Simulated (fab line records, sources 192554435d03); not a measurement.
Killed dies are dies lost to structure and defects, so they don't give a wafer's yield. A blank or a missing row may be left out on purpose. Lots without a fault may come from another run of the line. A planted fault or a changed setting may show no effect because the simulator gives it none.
Chamber matching | flow n5_finfet | N5_BEOL_M6_ETCH_72 on rie_diel-04: 4 sister chambers
The step etches underlayer in N2/H2, target depth 6.5 nm, time 5.2 s. 4 wafers are shown with their chamber, then 9 later ones without.

WAFERS WITH THEIR CHAMBER
wafer  | chamber | drypump_motor_current_A (A)
L088.2 | 0       | 6.0
L087.1 | 1       | 5.6
L087.2 | 2       | 5.7
L087.4 | 3       | 5.1

WAFERS WITHOUT THEIR CHAMBER
wafer  | drypump_motor_current_A (A)
L089.1 | 6.0
L089.2 | 5.0
L089.3 | 5.7
L089.4 | 5.6
L089.5 | 5.7
L089.6 | 5.6
L091.2 | 6.0
L091.4 | 5.7
L091.6 | 5.1

WHICH CHAMBER EACH WENT THROUGH
wafer  | from the rows above | in truth
L089.1 | 0                   | 0
L089.2 | 3                   | 3
L089.3 | 2                   | 2
L089.4 | 1                   | 1
L089.5 | 2                   | 2
L089.6 | 1                   | 1
L091.2 | 0                   | 0
L091.4 | 2                   | 2
L091.6 | 3                   | 3
Placed correctly: 9 of 9. Can't be placed from these rows: 0. Placed wrongly: 0.
How it was worked out, from the rows above alone: a wafer's distance from a chamber is the root of the sum, over the readings, of the square of ((its reading less the chamber's mean) divided by the reading's scatter). The wafer belongs to the nearest chamber; if the next one is less than 2 further off, it can't be placed. A chamber's mean is the mean of its shown wafers. The scatter: with one shown wafer a chamber, the root of the mean of the squares of how far each hidden wafer lies from its nearest shown one.
